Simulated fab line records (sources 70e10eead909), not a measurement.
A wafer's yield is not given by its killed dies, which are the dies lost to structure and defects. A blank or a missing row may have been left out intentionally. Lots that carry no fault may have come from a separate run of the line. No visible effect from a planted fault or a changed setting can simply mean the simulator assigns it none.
fab line records -- flow nand-harc -- part 2 of 2: steps 5 to 6 of 6
[record] lots = 20, wafers = 60, last-day = 24
route steps=1159 shown P_BONDPAD@371 A_CHANNEL_HOLE_D1@465 A_STAIRCASE@613
lots that met no fault: taken from a fault-free run of the same line
start-h: hours from the record's first day to the start of the lot's first wafer shown -- wait-h: how many hours have passed since the lot's step before this one -- " unchanged from the row above -- L1.1+2: several wafers, shown together as one row -- - no value, or no start was given -- * or withheld: withheld -- < > ~ a bound
route shown NAME@n: a module of which the file shows steps, and the number in the route of the first -- usual: mean and standard deviation over wafers with no fault -- same: alike in all rows -- chamber/n: place in a boat -- sites: readings site by site -- _std_site: standard deviation across them -- _edge_site: the outer-site mean with the inner-site mean subtracted -- radius-mm: how far each site lies from the wafer's centre -- mask NAME#n: copy n -- behind: tool/chamber where the wafer was last shaped -- hold: why the lot went on hold/how many hours it stayed there/how the hold came to an end -- device: names the non-switching transistor (n, p or np) -- end of line: at the end of the route, the tests of the same wafers -- where a step has no rows: the recipe by itself -- killed: count of dies lost to structure and defects at first sort (not the wafer's yield) -- map: shows each die of a wafer: x if killed, . if not, _ if none is there
set.NAME: the setting that was run; set.NAME@STEP: the one run at that earlier step -- model.NAME: the simulator's own value behind a step, which no gauge read
steps of the route over a sample of lots; a table a step, a row a wafer
services: when a tool's chamber went out of use (start-h, in hours from the record's first day, below 0 if earlier), for how many hours, and the reason
[[steps]]
[step NHARC_A_STAIRCASE_DEP_301]
[recipe] target-thk-a = 300, target-thk-nm = 30, temp-c = 400, pressure-torr = 3.5, flow-sccm = 200, rf-w = 350, material = SiON
[usual] heater-power-w = 791/100, rf-fwd-power-W = 348.4/1
lot.wafer,tool,chamber,start-h,wait-h,heater-power-w,rf-fwd-power-W
L074.1,pecvd-04,2,264.21,1.5,873,347.8
L074.5,pecvd-04,2,264.21,1.5,859,346.6
L074.4,pecvd-04,1,264.21,1.5,819,348.4
L075.2,pecvd-01,0,265.93,1.3,644,349.1
L075.3,pecvd-01,1,265.93,1.3,609,348.3
L075.4,pecvd-01,1,265.93,1.3,613,347.1
L076.1,pecvd-04,1,269.24,1.6,814,346.7
L076.2,pecvd-04,2,269.24,1.6,849,346.4
L076.6,pecvd-04,2,269.24,1.6,862,348.2
L077.1,pecvd-02,0,271.09,1.6,801,349.1
L077.5,pecvd-02,1,271.09,1.6,710,348.4
L077.4,pecvd-02,0,271.09,1.6,815,349.4
L080.3,pecvd-01,0,289.79,1.0,712,347.3
L080.2,pecvd-01,1,289.79,1.0,575,350.8
L080.4,pecvd-01,0,289.79,1.0,725,346.2
L079.2,pecvd-01,1,291.61,1.3,660,348.7
L079.1,pecvd-01,2,291.61,1.3,924,348.0
L079.5,pecvd-01,0,291.61,1.3,674,346.4
L082.2,pecvd-01,1,307.92,1.2,551,349.0
L082.6,pecvd-01,2,307.92,1.2,935,347.8
L082.5,pecvd-01,0,307.92,1.2,734,347.5
L081.2,pecvd-01,1,309.06,1.3,611,349.1
L081.5,pecvd-01,1,309.06,1.3,595,349.9
L081.4,pecvd-01,0,309.06,1.3,668,349.6
L083.2,pecvd-04,1,311.36,1.4,773,348.2
L083.3,pecvd-04,2,311.36,1.4,772,347.4
L083.4,pecvd-04,0,311.36,1.4,797,348.8
L085.2,pecvd-01,1,328.22,1.3,560,347.7
L085.3,pecvd-01,2,328.22,1.3,889,348.9
L085.1,pecvd-01,0,328.22,1.3,748,347.6
L087.1,pecvd-02,2,330.19,1.6,872,347.5
L087.4,pecvd-02,0,330.19,1.6,840,350.7
L087.6,pecvd-02,1,330.19,1.6,793,346.6
L086.1,pecvd-04,1,336.95,1.6,849,347.3
L086.3,pecvd-04,0,336.95,1.6,885,349.8
L086.6,pecvd-04,0,336.95,1.6,881,348.4
L088.2,pecvd-04,0,341.78,1.5,741,350.1
L088.1,pecvd-04,1,341.78,1.5,884,349.1
L088.4,pecvd-04,1,341.78,1.5,890,349.1
L090.1,pecvd-04,1,349.04,1.6,769,348.3
L090.3,pecvd-04,0,349.04,1.6,820,347.8
L090.4,pecvd-04,1,349.04,1.6,746,347.9
L089.2,pecvd-01,0,350.34,1.3,642,350.1
L089.3,pecvd-01,1,350.34,1.3,605,348.6
L089.5,pecvd-01,0,350.34,1.3,656,347.3
L091.2,pecvd-04,0,354.10,1.3,758,348.1
L091.4,pecvd-04,1,354.10,1.3,727,350.8
L091.5,pecvd-04,0,354.10,1.3,762,349.4
L093.2,pecvd-02,2,377.44,1.8,834,350.6
L093.3,pecvd-02,0,377.44,1.8,862,348.6
L093.4,pecvd-02,0,377.44,1.8,824,350.2
L094.1,pecvd-01,0,378.65,1.5,716,348.5
L094.3,pecvd-01,2,378.65,1.5,887,347.5
L094.5,pecvd-01,0,378.65,1.5,695,348.1
L096.3,pecvd-02,1,386.70,1.5,719,348.4
L096.6,pecvd-02,2,386.70,1.5,911,348.5
L096.4,pecvd-02,1,386.70,1.5,755,347.9
L095.3,pecvd-02,0,392.80,1.0,817,348.4
L095.2,pecvd-02,2,392.80,1.0,861,348.4
L095.5,pecvd-02,2,392.80,1.0,853,347.6
[step NHARC_A_STAIRCASE_ETCH_313]
[recipe] cf4-flow-sccm = 100, chf3-flow-sccm = 30, ar-flow-sccm = 0, rf-w = 500, bias-w = 200, chemistry = CF4/CHF3
[usual] cf4-flow-sccm = 100.0/0.3, drypump-motor-current-A = 5.7/0.33, oes-product-au = 0.935/0.021, rf-fwd-power-W = 497.2/1.6, rf-vpp-V = 371.1/2, showerhead-plenum-p-Torr = 1.59/0.057, throttle-valve-pct = 16.803/0.0088
lot.wafer,tool,chamber,start-h,wait-h,cf4-flow-sccm,drypump-motor-current-A,oes-product-au,rf-fwd-power-W,rf-hours-counter-h,rf-vpp-V,showerhead-plenum-p-Torr,throttle-valve-pct
L074.4,rie-diel-11,2,265.35,0.1,100.3,5.6,0.964,497.9,26,368.7,1.52,16.795
L074.1,rie-diel-11,3,265.35,0.1,100.2,5.8,0.951,498.3,25,372.3,1.63,16.809
L074.5,rie-diel-11,0,265.35,0.1,99.7,5.4,0.944,498.3,-,374.1,1.66,16.802
L075.2,rie-diel-11,1,266.99,0.1,100.1,5.8,0.961,494.9,23,369.2,1.54,16.807
L075.3,rie-diel-11,2,266.99,0.1,100.4,5.6,0.980,498.1,27,368.1,1.52,16.802
L075.4,rie-diel-11,3,266.99,0.1,100.1,5.8,0.948,497.7,26,371.6,1.63,16.813
L076.2,rie-diel-13,2,270.16,0.1,100.8,5.2,0.930,498.3,64,370.9,1.59,16.797
L076.1,rie-diel-13,0,270.16,0.1,99.6,6.6,0.946,498.6,56,374.5,1.69,16.796
L076.6,rie-diel-13,2,270.16,0.1,99.9,5.2,0.931,499.9,-,372.0,1.59,16.796
L077.1,rie-diel-01,0,271.99,0.1,100.2,5.4,0.917,495.9,43,372.8,1.60,16.801
L077.4,rie-diel-01,1,271.99,0.1,100.0,5.8,0.919,497.4,42,368.6,1.49,16.806
L077.5,rie-diel-01,3,271.99,0.1,99.8,6.1,0.925,501.3,-,372.3,1.60,16.800
L080.2,rie-diel-01,2,290.70,0.1,99.8,5.8,0.936,497.4,54,373.1,1.65,16.800
L080.4,rie-diel-01,0,290.70,0.1,100.1,5.4,0.927,496.0,50,370.9,1.60,16.809
L080.3,rie-diel-01,1,290.70,0.1,100.0,5.9,0.928,498.3,49,368.7,1.48,16.795
L079.1,rie-diel-01,2,292.72,0.1,100.7,5.8,0.987,494.9,55,371.9,1.65,16.798
L079.2,rie-diel-01,3,292.72,0.1,100.2,6.2,0.988,496.7,56,370.8,1.60,16.804
L079.5,rie-diel-01,0,292.72,0.1,99.9,5.4,0.969,496.8,-,372.3,1.60,16.813
L082.2,rie-diel-11,0,309.04,0.1,100.0,5.5,0.936,496.3,40,371.6,1.65,16.792
L082.6,rie-diel-11,1,309.04,0.1,100.2,5.8,0.912,496.3,-,368.7,1.54,16.807
L082.5,rie-diel-11,2,309.04,0.1,100.4,5.6,0.926,499.5,-,369.5,1.52,16.812
L081.2,rie-diel-13,2,310.23,0.2,99.7,5.2,0.933,496.6,9,371.3,1.59,16.795
L081.4,rie-diel-13,1,310.23,0.2,99.8,5.5,0.916,496.6,9,371.7,1.60,16.813
L081.5,rie-diel-13,3,310.23,0.2,99.9,5.4,0.921,496.4,-,369.3,1.53,16.794
L083.3,rie-diel-01,3,312.44,0.1,99.7,6.1,0.941,499.6,62,372.0,1.60,16.810
L083.2,rie-diel-01,0,312.44,0.1,100.1,5.4,0.949,496.0,58,371.8,1.60,16.800
L083.4,rie-diel-01,2,312.44,0.1,100.0,5.8,0.977,497.8,61,372.5,1.65,16.799
L085.3,rie-diel-11,0,329.17,0.1,100.0,5.5,0.942,499.7,48,373.0,1.65,16.790
L085.2,rie-diel-11,2,329.17,0.1,100.1,5.6,0.928,495.4,50,369.4,1.52,16.802
L085.1,rie-diel-11,3,329.17,0.1,99.8,5.8,0.922,497.1,49,371.5,1.63,16.805
L087.1,rie-diel-11,1,331.31,0.1,99.7,5.8,0.922,498.2,49,369.0,1.53,16.805
L087.4,rie-diel-11,2,331.31,0.1,99.4,5.6,0.930,497.2,51,368.5,1.52,16.813
L087.6,rie-diel-11,1,331.31,0.1,100.3,5.8,0.924,496.0,-,368.0,1.53,16.797
L086.3,rie-diel-13,1,337.91,0.1,100.1,5.5,0.929,495.1,20,370.2,1.59,16.786
L086.1,rie-diel-13,0,337.91,0.1,100.4,6.7,0.947,496.5,21,374.4,1.68,16.800
L086.6,rie-diel-13,1,337.91,0.1,100.0,5.5,0.936,495.9,-,371.2,1.60,16.806
L088.1,rie-diel-11,0,342.95,0.1,99.6,5.4,0.932,497.2,53,373.5,1.65,16.807
L088.4,rie-diel-11,1,342.95,0.1,100.5,5.8,0.910,493.2,53,370.3,1.53,16.805
L088.2,rie-diel-11,2,342.95,0.1,100.0,5.6,0.932,497.2,56,368.7,1.52,16.814
L090.1,rie-diel-01,2,350.16,0.1,100.0,5.8,0.924,497.8,10,374.0,1.65,16.805
L090.3,rie-diel-01,0,350.16,0.1,100.1,5.4,0.916,496.7,12,372.2,1.59,16.795
L090.4,rie-diel-01,1,350.16,0.1,99.7,5.9,0.943,498.0,11,368.2,1.48,16.810
L089.2,rie-diel-11,2,351.41,0.2,100.2,5.6,0.927,496.2,58,369.8,1.51,16.820
L089.3,rie-diel-11,1,351.41,0.2,100.1,5.8,0.920,495.2,55,370.0,1.53,16.809
L089.5,rie-diel-11,3,351.41,0.2,99.8,5.8,0.926,498.9,-,371.3,1.63,16.799
L091.4,rie-diel-11,2,355.26,0.1,99.9,5.6,0.924,499.9,59,368.5,1.52,16.787
L091.2,rie-diel-11,1,355.26,0.1,99.9,5.8,0.921,495.9,56,368.8,1.53,16.801
L091.5,rie-diel-11,2,355.26,0.1,99.8,5.6,0.926,498.1,-,370.2,1.52,16.791
L093.2,rie-diel-13,1,378.48,0.1,100.2,5.5,0.938,495.6,37,371.9,1.59,16.794
L093.4,rie-diel-13,2,378.48,0.1,99.9,5.2,0.946,498.3,38,370.6,1.58,16.812
L093.3,rie-diel-13,0,378.48,0.1,99.8,6.6,0.935,497.1,37,374.0,1.68,16.799
L094.3,rie-diel-13,0,379.72,0.1,99.7,6.7,0.978,498.8,37,374.2,1.68,16.799
L094.1,rie-diel-13,3,379.72,0.1,100.0,5.5,0.965,499.2,38,368.4,1.53,16.802
L094.5,rie-diel-13,1,379.72,0.1,99.9,5.5,0.967,495.1,-,373.7,1.59,16.798
L096.4,rie-diel-01,0,387.72,0.1,100.2,5.4,0.912,497.4,27,370.5,1.59,16.794
L096.3,rie-diel-01,2,387.72,0.1,99.5,5.8,0.924,496.6,23,375.0,1.64,16.818
L096.6,rie-diel-01,0,387.72,0.1,100.3,5.4,0.912,496.6,-,370.3,1.59,16.808
L095.2,rie-diel-01,3,393.97,0.2,99.9,6.1,0.905,498.1,29,370.9,1.59,16.789
L095.3,rie-diel-01,0,393.97,0.2,99.8,5.4,0.909,498.1,29,370.6,1.59,16.810
L095.5,rie-diel-01,1,393.97,0.2,100.4,5.9,0.924,495.2,-,367.3,1.48,16.818
[[services]]
tool,chamber,start-h,hours,kind
rie-diel-13,1,136.67,2.8,repair
rie-diel-01,-,137.88,9.0,pm
rie-diel-13,3,143.82,13.9,repair
rie-diel-05,-,163.60,9.0,pm
rie-diel-03,0,175.42,5.3,repair
rie-diel-11,0,188.45,2.9,repair
rie-diel-11,-,189.50,9.0,pm
rie-diel-03,1,204.63,11.4,repair
rie-diel-13,0,209.33,2.1,repair
rie-diel-03,-,215.38,9.0,pm
rie-diel-03,-,226.20,0.3,repair
rie-diel-13,-,276.27,9.0,pm
rie-diel-03,3,281.12,3.6,repair
rie-diel-03,2,291.78,4.4,repair
rie-diel-03,-,292.47,2.1,repair
rie-diel-01,2,296.42,3.8,repair
har-etch-01,-,305.00,17.0,pm
rie-diel-01,-,314.88,9.0,pm
rie-diel-03,1,328.69,3.5,repair
rie-diel-03,0,358.74,14.8,repair
rie-diel-01,2,362.64,2.9,repair
rie-diel-11,-,366.50,9.0,pm
rie-diel-03,-,377.83,2.6,repair
rie-diel-03,-,392.56,9.0,pm
